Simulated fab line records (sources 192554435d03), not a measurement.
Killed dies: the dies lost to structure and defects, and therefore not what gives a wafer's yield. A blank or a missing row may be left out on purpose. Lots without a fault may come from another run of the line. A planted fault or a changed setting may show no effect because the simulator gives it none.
What tool caused it? + flow n5_finfet + Sampling: 11 lots, 33 wafers, 5 of 1938 route steps

== WHAT THE GAUGES READ, wafer by wafer ==
N5_BEOL_M5_INSPECT_58: inspects for defects (darkfield).
| lot  | measured     | on                | raw_defect_count |
|------|--------------|-------------------|------------------|
| L564 | day 9 23:06  | defect_inspect-02 | 47 60 61         |
| L566 | day 10 12:35 | defect_inspect-01 | 58 43 49         |
| L568 | day 11 06:02 | defect_inspect-01 | 873 112 73       |
| L569 | day 11 11:47 | defect_inspect-02 | 71 88 55         |
| L576 | day 12 02:19 | defect_inspect-02 | 126 119 152      |
| L577 | day 13 04:11 | defect_inspect-02 | 86 72 54         |
| L578 | day 13 09:09 | defect_inspect-02 | 56 91 86         |
| L580 | day 13 23:24 | defect_inspect-01 | 68 77 66         |
| L582 | day 14 04:59 | defect_inspect-01 | 48 32 36         |
| L583 | day 14 11:22 | defect_inspect-01 | 73 95 82         |
| L584 | day 14 14:44 | defect_inspect-02 | 85 82 102        |

N5_BEOL_M6_INSPECT_13: inspects for defects (brightfield).
| lot  | measured     | on                | raw_defect_count |
|------|--------------|-------------------|------------------|
| L564 | day 10 02:41 | defect_inspect-02 | 323 309 316      |
| L566 | day 10 14:55 | defect_inspect-02 | 401 297 400      |
| L568 | day 11 08:11 | defect_inspect-02 | 1362 547 483     |
| L569 | day 11 14:03 | defect_inspect-01 | 338 479 273      |
| L576 | day 12 04:40 | defect_inspect-01 | 586 507 551      |
| L577 | day 13 06:24 | defect_inspect-02 | 436 434 344      |
| L578 | day 13 11:43 | defect_inspect-02 | 378 404 419      |
| L580 | day 14 02:29 | defect_inspect-02 | 392 669 437      |
| L582 | day 14 08:11 | defect_inspect-01 | 443 607 277      |
| L583 | day 14 13:33 | defect_inspect-01 | 387 454 420      |
| L584 | day 14 16:40 | defect_inspect-01 | 354 399 461      |

== WHICH TOOL RAN EACH LOT (tool, then ch and the chambers of the sampled wafers, then the start) ==
| lot  | N5_BEOL_M5_SPUTTER_81        | N5_BEOL_M5_ANNEAL_51             | N5_BEOL_M5_CMP_52             |
|------|------------------------------|----------------------------------|-------------------------------|
| L564 | pvd_sputter-03, day 9 18:37  | rtp_anneal-01 ch 0, day 9 22:18  | cmp-03 ch 0,3, day 9 22:31    |
| L566 | pvd_sputter-01, day 10 08:13 | rtp_anneal-01 ch 0, day 10 11:41 | cmp-01 ch 2,3, day 10 12:00   |
| L568 | pvd_sputter-01, day 11 00:48 | rtp_anneal-01 ch 0, day 11 04:20 | cmp-03 ch 0,2, day 11 05:13   |
| L569 | pvd_sputter-01, day 11 07:22 | rtp_anneal-02 ch 0, day 11 10:55 | cmp-02 ch 1,2,3, day 11 11:13 |
| L576 | pvd_sputter-02, day 11 21:53 | rtp_anneal-01 ch 0, day 12 01:26 | cmp-01 ch 2,3, day 12 01:41   |
| L577 | pvd_sputter-01, day 12 23:03 | rtp_anneal-01 ch 0, day 13 03:08 | cmp-02 ch 0,2,3, day 13 03:35 |
| L578 | pvd_sputter-02, day 13 04:46 | rtp_anneal-01 ch 0, day 13 08:17 | cmp-02 ch 1,2, day 13 08:37   |
| L580 | pvd_sputter-01, day 13 19:03 | rtp_anneal-01 ch 0, day 13 22:31 | cmp-02 ch 1,3, day 13 22:49   |
| L582 | pvd_sputter-01, day 14 00:39 | rtp_anneal-02 ch 0, day 14 04:07 | cmp-02 ch 1,3, day 14 04:27   |
| L583 | pvd_sputter-01, day 14 06:13 | rtp_anneal-02 ch 0, day 14 10:26 | cmp-01 ch 0,1, day 14 10:46   |
| L584 | pvd_sputter-02, day 14 10:24 | rtp_anneal-01 ch 0, day 14 13:57 | cmp-03 ch 0,1,2, day 14 14:16 |
- N5_BEOL_M5_SPUTTER_81: material Cu, target thk 15 nm, time 27.62 s.
- N5_BEOL_M5_ANNEAL_51: time 90 s.
- N5_BEOL_M5_CMP_52: polishes, stops on SiCOH lowk, t overpolish 6.9 s, target thk 62 nm.

== AS READ BY THE TOOLS THEMSELVES (means over the sampled wafers that have a number; for cases with no such wafer, the mark the record gives instead) ==
N5_BEOL_M5_SPUTTER_81.
| lot  | tool           | throttle_valve_pct (%) |
|------|----------------|------------------------|
| L564 | pvd_sputter-03 | 29.6                   |
| L566 | pvd_sputter-01 | 30.1                   |
| L568 | pvd_sputter-01 | 29.6                   |
| L569 | pvd_sputter-01 | 29.2                   |
| L576 | pvd_sputter-02 | 29.3                   |
| L577 | pvd_sputter-01 | 30.2                   |
| L578 | pvd_sputter-02 | 28.5                   |
| L580 | pvd_sputter-01 | 29.6                   |
| L582 | pvd_sputter-01 | 30.4                   |
| L583 | pvd_sputter-01 | 28.8                   |
| L584 | pvd_sputter-02 | 29.8                   |

N5_BEOL_M5_ANNEAL_51.
| lot  | tool          | wafer_temp_C_max |
|------|---------------|------------------|
| L564 | rtp_anneal-01 | 225.96           |
| L566 | rtp_anneal-01 | 225.81           |
| L568 | rtp_anneal-01 | 225.84           |
| L569 | rtp_anneal-02 | 226.28           |
| L576 | rtp_anneal-01 | 225.91           |
| L577 | rtp_anneal-01 | 226.08           |
| L578 | rtp_anneal-01 | 225.77           |
| L580 | rtp_anneal-01 | 225.82           |
| L582 | rtp_anneal-02 | 226.26           |
| L583 | rtp_anneal-02 | 226.24           |
| L584 | rtp_anneal-01 | 225.91           |

N5_BEOL_M5_CMP_52.
| lot  | tool   | barrier_field_endpoint_s (s) | motor_current_A (A) | overpolish_run_s (s) | time_to_endpoint_s (s) |
|------|--------|------------------------------|---------------------|----------------------|------------------------|
| L564 | cmp-03 | 25.2                         | 6.6                 | 6.893                | 63.9                   |
| L566 | cmp-01 | 25.3                         | 6.1                 | 6.899                | 61.7                   |
| L568 | cmp-03 | 25.2                         | 4.7                 | 6.896                | 64.1                   |
| L569 | cmp-02 | 24.5                         | 6.5                 | 6.898                | 62.0                   |
| L576 | cmp-01 | 25.1                         | 6.3                 | 6.894                | 65.6                   |
| L577 | cmp-02 | 25.6                         | 5.9                 | 6.907                | 63.1                   |
| L578 | cmp-02 | 24.8                         | 6.8                 | 6.899                | 62.8                   |
| L580 | cmp-02 | 25.4                         | 6.1                 | 6.905                | 63.2                   |
| L582 | cmp-02 | 24.5                         | 6.7                 | 6.903                | 62.5                   |
| L583 | cmp-01 | 24.7                         | 5.3                 | 6.894                | 64.3                   |
| L584 | cmp-03 | 25.9                         | 5.3                 | 6.895                | 65.4                   |

== THE ANSWER, worked out from the rows above alone ==
Rule: the lots themselves supply what counts as usual. Put in order of their means at a reading, lots are off if they are a third of the lots or fewer, leave a main group of 4 or more, and stand apart from it by a gap of 3 or more times the standard deviation of the main group's means; of several such gaps the widest counts. Not used: any main group whose means are identical at the precision the tables above print for the reading. A lot without any number at a reading at which 4 lots or more have one is off too. All remaining lots with rows at the step are treated as sound. Order of review: gauges by route order, followed by the tools' own readings, for which a lot's mean as printed above is used. The first step at which some lot is off is used, and at that step the reading that is off furthest; a lot without a number counts as furthest.
Off at N5_BEOL_M5_INSPECT_58 (raw_defect_count): L568. For the main group the mean is 74 and the standard deviation 24.
A tool fits if, at a process step before that reading, it ran every lot that is off, and no sound lot after the first of them. The gauges at N5_BEOL_M5_INSPECT_58 aren't tried: what is off there is off at N5_BEOL_M6_INSPECT_13 too, on other tools, and a gauge's error can't cause that. None of those tried fits.

== WHAT HAD BEEN PUT IN BY THE SIMULATOR ==
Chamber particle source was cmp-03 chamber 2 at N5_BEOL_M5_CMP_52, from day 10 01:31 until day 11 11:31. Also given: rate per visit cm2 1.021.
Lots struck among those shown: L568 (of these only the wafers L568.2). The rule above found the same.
